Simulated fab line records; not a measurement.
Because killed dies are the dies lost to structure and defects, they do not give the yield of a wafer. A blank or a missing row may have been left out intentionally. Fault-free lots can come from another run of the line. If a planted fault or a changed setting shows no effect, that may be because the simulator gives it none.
Matching of chambers | flow n5Finfet | rieDiel-06 running N5_BEOL_M8_ETCH_61: 4 sister chambers
The step etches SiARC in CF4, target depth 45.5 nm, time 75.8 s. 18 wafers are shown with their chamber, then 9 later ones without.

## WAFERS WITH THEIR CHAMBER
wafer  | chamber | showerheadPlenumPTorr (Torr) | throttleValvePct (%) | drypumpMotorCurrentA (A)
L074.2 | 3       | 2.15                         | 15.43                | 6.0
L074.3 | 0       | 2.09                         | 15.20                | 5.5
L074.4 | 3       | 2.15                         | 15.43                | 6.0
L076.3 | 2       | 2.17                         | 15.84                | 5.7
L076.4 | 3       | 2.15                         | 15.45                | 6.0
L076.6 | 2       | 2.17                         | 15.82                | 5.7
L086.2 | 3       | 2.14                         | 15.48                | 6.1
L086.5 | 3       | 2.14                         | 15.50                | 6.0
L086.6 | 0       | 2.08                         | 15.26                | 5.6
L087.1 | 2       | 2.16                         | 15.90                | 5.6
L087.4 | 0       | 2.08                         | 15.28                | 5.6
L087.5 | 0       | 2.08                         | 15.26                | 5.6
L089.2 | 1       | 2.20                         | 15.51                | 6.0
L089.4 | 2       | 2.16                         | 15.90                | 5.6
L089.6 | 3       | 2.14                         | 15.49                | 6.0
L091.1 | 2       | 2.16                         | 15.90                | 5.7
L091.2 | 0       | 2.08                         | 15.29                | 5.5
L091.6 | 3       | 2.14                         | 15.51                | 6.1

SIGNATURES, as means of the wafers listed above
reading               | chamber 0 | chamber 1 | chamber 2 | chamber 3 | scatter within a chamber
showerheadPlenumPTorr | 2.0820    | 2.2000    | 2.1640    | 2.1443    | 0.00515
throttleValvePct      | 15.2580   | 15.5100   | 15.8720   | 15.4700   | 0.0354
drypumpMotorCurrentA  | 5.560     | 6.000     | 5.660     | 6.029     | 0.0523
Rule: a wafer lies at a distance from a chamber equal to the root of the sum of squares, over the readings, of (its reading less the chamber's mean, divided by the reading's scatter). If the next closest chamber is less than 2 further off than the closest, the wafer can't be placed; otherwise it belongs to the closest. The scatter: take each reading less its chamber's mean, square it, sum over the shown wafers, divide by the number of wafers less the number of chambers, and take the root.

## WAFERS WHOSE CHAMBER IS MISSING
wafer  | showerheadPlenumPTorr (Torr) | throttleValvePct (%) | drypumpMotorCurrentA (A)
L093.2 | 2.20                         | 15.53                | 5.9
L093.4 | 2.14                         | 15.51                | 6.0
L093.5 | 2.07                         | 15.27                | 5.5
L094.1 | 2.16                         | 15.92                | 5.7
L094.2 | 2.14                         | 15.52                | 6.0
L094.4 | 2.07                         | 15.27                | 5.6
L097.1 | 2.07                         | 15.31                | 5.6
L097.2 | 2.16                         | 15.93                | 5.7
L097.6 | 2.14                         | 15.54                | 6.1

## THE CHAMBER EACH PASSED THROUGH
wafer  | from the rows above | in truth
L093.2 | 1                   | 1
L093.4 | 3                   | 3
L093.5 | 0                   | 0
L094.1 | 2                   | 2
L094.2 | 3                   | 3
L094.4 | 0                   | 0
L097.1 | 0                   | 0
L097.2 | 2                   | 2
L097.6 | 3                   | 3
Placed correctly: 9 of 9. Left unplaced by these rows: 0. Placed wrongly: 0.
